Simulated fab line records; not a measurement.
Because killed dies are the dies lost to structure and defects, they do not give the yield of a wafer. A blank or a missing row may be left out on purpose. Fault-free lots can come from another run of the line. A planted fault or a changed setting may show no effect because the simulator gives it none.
Lot-split experiment	flow n5_finfet	21 wafers read from 7 lots, route of 1938 steps

== ABOUT THE SPLIT ==
At N5_FIN_SAQP_PECVD_06 (deposits a-Si from SiH4/He, target thk 60 nm, time 48.1 s), the setting time_s was moved away from the recipe's 48.1 s on 8 of the 21 wafers read, by -7.7% to +14.1%. All remaining wafers had this setting at the recipe value.

== FROM THE SPLIT TO THE READING: what the file shows between them, 7 steps ==
- N5_FIN_SAQP_THK_MEAS_07
- N5_FIN_SAQP_EXPOSE_13: exposes mask FIN CORE, target cd 35.6 nm (also split here: dose_mj)
- N5_FIN_SAQP_PEB_14: peb time 60 s
- N5_FIN_SAQP_DEVELOP_15: develop time 30 s
- N5_FIN_SAQP_CD_MEAS_16: target cd 35.6 nm
- N5_FIN_SAQP_HM_OPEN_73: chemistry CHF3/O2, target SiO2, stops on a-Si, target depth 12 nm, time 16.8 s
- N5_FIN_SAQP_STRIP_74: strips in CHF3/O2

== THE READING ==
oes_product_au, in a.u., at N5_FIN_SAQP_MANDREL_ETCH_22 (etches a-Si in HBr/Cl2, stops on SiNx, target depth 60 nm, bt time 10 s, time 30 s). Fault-free wafers of this fab line usually give 0.765 a.u., standard deviation 0.014 a.u.

wafer	tool, chamber at the split	time_s as run, s	against the recipe	oes_product_au, a.u.	against lot-mates on the recipe
L083.2	pecvd-03, 1	52.67	+9.5%	0.834	+0.071
L083.3	pecvd-03, 2	48.1	recipe	0.766	-
L083.4	pecvd-03, 1	48.1	recipe	0.760	-
L086.2	pecvd-03, 1	48.1	recipe	0.773	-
L086.3	pecvd-03, 2	48.1	recipe	0.743	-
L086.6	pecvd-03, 2	48.1	recipe	0.774	-
L088.2	pecvd-02, 0	48.1	recipe	0.756	-
L088.3	pecvd-02, 1	48.1	recipe	0.777	-
L088.6	pecvd-02, 1	52.82	+9.8%	0.815	+0.048
L090.4	pecvd-02, 1	48.1	recipe	0.743	-
L090.5	pecvd-02, 2	44.4	-7.7%	0.710	-0.033
L090.6	pecvd-02, 0	44.4	-7.7%	0.716	-0.027
L092.2	pecvd-01, 1	54.86	+14.1%	0.846	+0.081
L092.3	pecvd-01, 0	54.86	+14.1%	0.833	+0.068
L092.5	pecvd-01, 1	48.1	recipe	0.765	-
L094.1	pecvd-01, 2	46.28	-3.8%	0.745	-0.030
L094.2	pecvd-01, 1	48.1	recipe	0.781	-
L094.3	pecvd-01, 0	48.1	recipe	0.769	-
L096.3	pecvd-01, 0	48.1	recipe	0.755	-
L096.4	pecvd-01, 0	45.57	-5.3%	0.759	+0.001
L096.5	pecvd-01, 1	48.1	recipe	0.762	-

THE FIT
A straight line over all 21 wafers: oes_product_au changes by +0.00561 a.u. for each +1% of time_s; r = +0.94; the points scatter about the line by 0.012 a.u.
The same after taking each lot's own level away (the mean of its wafers on the recipe; 21 wafers): +0.00505 a.u. for each +1%; r = +0.94; scatter 0.011 a.u.
The reading moves by 0.071 a.u. for the largest change in time_s, on that fit.
Across the lots, their own levels run from 0.7430 to 0.7750 a.u., a range of 2.3 times the standard deviation given above.
In other words, the slope is changed by the lot-to-lot level; the two fits disagree.
Check: for one of the wafers moved furthest among these (+14.1%), held out of the fit, the line's prediction against its lot-mates is +0.0712 a.u. It came out at +0.081 a.u. against them.

== OTHER SPLITS APPLIED TO THESE WAFERS ==
Before the reading, these wafers also passed through other splits. Each is held against what the fit with the lots' levels taken away leaves over:
other split on the same wafers	wafers away from the commonest value	r with oes_product_au (lot level and that fit taken away)
N5_ZERO_LAYER_ETCH_18 bias_w	8	+0.56
N5_FIN_SAQP_EXPOSE_13 dose_mj	9	+0.09

== THE WHOLE CHAIN: every reading that the file lists as answering this split, in the file's order ==
step	what it does	reading	change (the file's fit)	r (the file's)
N5_FIN_SAQP_PECVD_06	deposits a-Si from SiH4/He, target thk 60 nm, time 48.1 s	a-Si_of_FIN_SAQP_PECVD_06.thk_nm (the simulator's own value, which no gauge read)	+0.59 nm for each +1% of the setting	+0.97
N5_FIN_SAQP_THK_MEAS_07		thk_nm	withheld for each +1% of the setting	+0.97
N5_FIN_SAQP_MANDREL_ETCH_22	etches a-Si in HBr/Cl2, stops on SiNx, target depth 60 nm, bt time 10 s, time 30 s	oes_product_au	+0.0052 a.u. for each +1% of the setting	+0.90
N5_FIN_SAQP_MANDREL_ETCH_22	etches a-Si in HBr/Cl2, stops on SiNx, target depth 60 nm, bt time 10 s, time 30 s	etch.depth_nm (the simulator's own value, which no gauge read)	+0.593 nm for each +1% of the setting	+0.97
N5_FIN_SAQP_SPACER1_ETCHBACK_25	etches SiO2 in CHF3/O2, target depth 24.4 nm, time 12.2 s	a-Si_of_FIN_SAQP_PECVD_06.thk_nm (the simulator's own value, which no gauge read)	+0.596 nm for each +1% of the setting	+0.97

== FILE'S OWN FIT ==
oes_product_au changes by +0.0052 a.u. for each +1% of time_s, r = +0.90.
